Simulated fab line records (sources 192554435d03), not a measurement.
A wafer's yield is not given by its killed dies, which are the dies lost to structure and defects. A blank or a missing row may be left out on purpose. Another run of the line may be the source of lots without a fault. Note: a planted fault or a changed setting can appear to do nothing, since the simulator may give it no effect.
Chamber matching :: flow n5_finfet :: N5_BEOL_M5_ILD_DEP_00 on pecvd-04 has 3 sister chambers
The step deposits SiCOH lowk from DEMS/porogen, target thk 140.64 nm, time 25.9 s. 6 wafers are shown with their chamber, then 10 later ones without.

== WAFERS WITH THEIR CHAMBER ==
wafer: L080.5
chamber: 2
throttle_valve_pct (%): 13.1
showerhead_plenum_p_Torr (Torr): 5.726

wafer: L086.3
chamber: 0
throttle_valve_pct (%): 14.7
showerhead_plenum_p_Torr (Torr): 5.719

wafer: L086.5
chamber: 1
throttle_valve_pct (%): 14.9
showerhead_plenum_p_Torr (Torr): 5.753

wafer: L086.6
chamber: 2
throttle_valve_pct (%): 13.4
showerhead_plenum_p_Torr (Torr): 5.733

wafer: L090.1
chamber: 1
throttle_valve_pct (%): 14.7
showerhead_plenum_p_Torr (Torr): 5.751

wafer: L090.5
chamber: 0
throttle_valve_pct (%): 14.4
showerhead_plenum_p_Torr (Torr): 5.716

== WAFERS MISSING THEIR CHAMBER ==
wafer: L090.6
throttle_valve_pct (%): 14.6
showerhead_plenum_p_Torr (Torr): 5.766

wafer: L087.2
throttle_valve_pct (%): 14.5
showerhead_plenum_p_Torr (Torr): 5.706

wafer: L087.3
throttle_valve_pct (%): 13.2
showerhead_plenum_p_Torr (Torr): 5.715

wafer: L087.5
throttle_valve_pct (%): 14.5
showerhead_plenum_p_Torr (Torr): 5.697

wafer: L093.1
throttle_valve_pct (%): 14.9
showerhead_plenum_p_Torr (Torr): 5.723

wafer: L093.3
throttle_valve_pct (%): 13.5
showerhead_plenum_p_Torr (Torr): 5.723

wafer: L093.5
throttle_valve_pct (%): 14.7
showerhead_plenum_p_Torr (Torr): 5.720

wafer: L095.3
throttle_valve_pct (%): 14.5
showerhead_plenum_p_Torr (Torr): 5.707

wafer: L095.4
throttle_valve_pct (%): 13.4
showerhead_plenum_p_Torr (Torr): 5.723

wafer: L095.6
throttle_valve_pct (%): 14.9
showerhead_plenum_p_Torr (Torr): 5.752

== WHICH CHAMBER EACH ONE RAN IN ==
wafer: L090.6
from the rows above: 1
in truth: 1

wafer: L087.2
from the rows above: 0
in truth: 0

wafer: L087.3
from the rows above: 2
in truth: 2

wafer: L087.5
from the rows above: 0
in truth: 0

wafer: L093.1
from the rows above: 0
in truth: 0

wafer: L093.3
from the rows above: 2
in truth: 2

wafer: L093.5
from the rows above: 0
in truth: 0

wafer: L095.3
from the rows above: 0
in truth: 0

wafer: L095.4
from the rows above: 2
in truth: 2

wafer: L095.6
from the rows above: 1
in truth: 1
Placed correctly: 10 of 10. Number that these rows cannot place: 0. Placed wrongly: 0.
How it was worked out, from the rows above alone: a wafer's distance from a chamber is the root of the sum, over the readings, of the square of ((its reading less the chamber's mean) divided by the reading's scatter). The wafer belongs to the nearest chamber; if the next one is less than 2 further off, it can't be placed. The mean given for a chamber averages the wafers shown for that chamber. The scatter is the square root of a quotient: the sum, over the shown wafers, of each reading's squared deviation from its chamber's mean, divided by wafers minus chambers.
